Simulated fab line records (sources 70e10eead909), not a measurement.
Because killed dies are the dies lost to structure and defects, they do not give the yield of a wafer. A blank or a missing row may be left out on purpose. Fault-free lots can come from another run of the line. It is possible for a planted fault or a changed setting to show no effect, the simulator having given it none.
Matching of chambers + flow nandHarc + cmp-01 running NHARC_THIN_TSV_CMP_01: 4 sister chambers
The step polishes. 14 wafers are shown with their chamber, then 7 later ones without.

## EACH WAFER AND ITS CHAMBER
| wafer  | chamber | motorCurrentA (A) | edgeZonePressureFrac |
|--------|---------|-------------------|----------------------|
| L975.1 | 2       | 10.2              | 1.005                |
| L975.4 | 3       | 11.5              | 0.983                |
| L975.6 | 2       | 10.6              | 0.994                |
| L978.1 | 1       | 10.7              | 0.993                |
| L978.3 | 3       | 11.9              | 1.003                |
| L978.6 | 1       | 11.8              | 0.996                |
| L976.4 | 2       | 10.4              | 0.996                |
| L976.5 | 0       | 11.7              | 0.996                |
| L976.6 | 3       | 10.8              | 0.996                |
| L982.1 | 2       | 10.2              | 0.993                |
| L982.4 | 0       | 12.4              | 0.998                |
| L982.6 | 2       | 9.9               | 0.998                |
| L992.1 | 1       | 11.0              | 0.999                |
| L992.3 | 3       | 10.7              | 0.998                |

SIGNATURES (averages over the wafers above)
| reading              | chamber 0 | chamber 1 | chamber 2 | chamber 3 | scatter within a chamber |
|----------------------|-----------|-----------|-----------|-----------|--------------------------|
| motorCurrentA        | 12.050    | 11.167    | 10.260    | 11.225    | 0.464                    |
| edgeZonePressureFrac | 0.99700   | 0.99600   | 0.99720   | 0.99500   | 0.00573                  |
Rule: for a wafer and a chamber, the distance is found by dividing, reading by reading, the gap between the wafer's reading and the chamber's mean by the reading's scatter, squaring, summing and taking the root. The wafer belongs to the nearest chamber; if the next one is less than 2 further off, it can't be placed. The scatter: take each reading less its chamber's mean, square it, sum over the shown wafers, divide by the number of wafers less the number of chambers, and take the root.

## WAFERS WHOSE CHAMBER IS MISSING
| wafer  | motorCurrentA (A) | edgeZonePressureFrac |
|--------|-------------------|----------------------|
| L992.6 | 11.6              | 0.990                |
| L993.1 | 11.3              | 1.001                |
| L993.4 | 10.7              | 0.995                |
| L993.6 | 12.4              | 0.996                |
| L998.1 | 10.2              | 0.997                |
| L998.4 | 10.8              | 1.006                |
| L998.6 | 10.2              | 1.000                |

## WHICH CHAMBER EACH WENT THROUGH
| wafer  | from the rows above               | in truth |
|--------|-----------------------------------|----------|
| L992.6 | can't be placed: 3 or 1 or 0 or 2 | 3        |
| L993.1 | can't be placed: 1 or 3 or 0 or 2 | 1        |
| L993.4 | can't be placed: 1 or 2 or 3 or 0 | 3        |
| L993.6 | can't be placed: 0 or 3 or 1      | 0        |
| L998.1 | can't be placed: 2 or 1           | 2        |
| L998.4 | can't be placed: 1 or 2 or 3 or 0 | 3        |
| L998.6 | can't be placed: 2 or 1 or 3      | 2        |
Correctly placed: 0 of 7. These rows do not allow placing 7 (true chamber among the candidates in 7). Wrongly placed: 0.
